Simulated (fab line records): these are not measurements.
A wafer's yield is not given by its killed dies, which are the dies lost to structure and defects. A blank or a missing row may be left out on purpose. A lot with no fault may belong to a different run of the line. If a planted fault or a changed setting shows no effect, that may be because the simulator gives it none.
A lot that was struck, set against a sound lot    flow nand-harc    15 steps out of a route of 1302
Sound: the wafers L963.1, L963.4, L963.6. Struck: wafer L977.1. (L977.2 of the same lot was not struck and is left out.) The cause comes at the end.
For every step that has rows: the tool of each side, followed by ch and its chambers, followed by its first start. Under that, the readings that differ: sound wafers    struck wafers    difference of the means    sigmas: that difference in standard deviations of wafers without a fault.
alike: same words and numbers on both sides, and readings whose means sit less than 2 such deviations apart. not compared: any withheld reading, any reading some wafer has no value for, any bound like >300 that may hide the same value, and any number with overlapping values for which the record gives no deviation.
Wherever a step has rows on one side only, a row that says differs or no value, or a row with sigmas, the two part there. Non-overlapping numbers with no deviation appear without sigmas and do not part them. A reading missing from all wafers of one side parts the sides only when that side holds two or more wafers.

first, 1 step without rows for these wafers: NHARC_A_ONON_D1_DEP_03 (target thk 1000 nm).
NHARC_A_ONON_D1_THK_MEAS_05: measures by ellipsometry.
  sound: film-metro-01 at day 10 11:59; struck: film-metro-01 at day 16 04:55
  alike: thk-nm
next comes 1 step that has no rows for these wafers: NHARC_A_ONON_D1_DEP_06 (target thickness 1000 nm).
NHARC_A_ONON_D1_THK_MEAS_08: measures by ellipsometry.
  sound: film-metro-02 at day 10 12:34; struck: film-metro-02 at day 16 05:28
reading      sound           struck  difference  sigmas
thk-nm (nm)  1017 1018 1020  994     -24         -2
next comes 1 step that has no rows for these wafers: NHARC_A_ONON_D1_DEP_09 (target thickness 1000 nm).
NHARC_A_ONON_D1_THK_MEAS_11: measures by ellipsometry.
  sound: film-metro-02 at day 10 13:07; struck: film-metro-02 at day 16 06:02
  alike: thk-nm
next comes 1 step that has no rows for these wafers: NHARC_A_ONON_D1_DEP_12 (target thickness 1000 nm).
NHARC_A_ONON_D1_THK_MEAS_14: measures by ellipsometry.
  sound: film-metro-01 at day 10 13:41; struck: film-metro-01 at day 16 06:36
  alike: thk-nm
then, 2 steps without rows for these wafers: NHARC_A_ONON_D1_ANNEAL_15 (time 3600 s); NHARC_A_ONON_D1_DEP_16 (target thk 1000 nm).
NHARC_A_ONON_D1_THK_MEAS_18: measures by ellipsometry.
  sound: film-metro-02 at day 10 21:29; struck: film-metro-01 at day 16 14:10
reading      sound           struck  difference  sigmas
thk-nm (nm)  1007 1006 1008  988     -19         -2
NHARC_A_ONON_D1_DEP_19: target thk 1000 nm.
  sound on pecvd-onon-04 ch 0, day 10 21:33; struck on pecvd-onon-04 ch 0, day 16 14:13
NHARC_A_ONON_D1_THK_MEAS_21: measures by ellipsometry.
  sound: film-metro-02 at day 10 22:04; struck: film-metro-01 at day 16 14:43
reading      sound        struck  difference  sigmas
thk-nm (nm)  997 998 994  663     -333        -30
next comes 1 step that has no rows for these wafers: NHARC_A_ONON_D1_DEP_22 (target thickness 1000 nm).
-- record jumps: 16 days between struck wafers' starts before vs after; left off in module A_ONON_D1, resumes in module END, first step shown is number 1302 of the route --
NHARC_END_SORT_01:
  the record has rows for the struck wafers here (prober-01 ch 0, day 32 17:49) and none for the sound ones

WHERE THEY PART
Last at NHARC_END_SORT_01 as far as this record goes, first at NHARC_A_ONON_D1_THK_MEAS_08.

WHY: what had been put in by the simulator
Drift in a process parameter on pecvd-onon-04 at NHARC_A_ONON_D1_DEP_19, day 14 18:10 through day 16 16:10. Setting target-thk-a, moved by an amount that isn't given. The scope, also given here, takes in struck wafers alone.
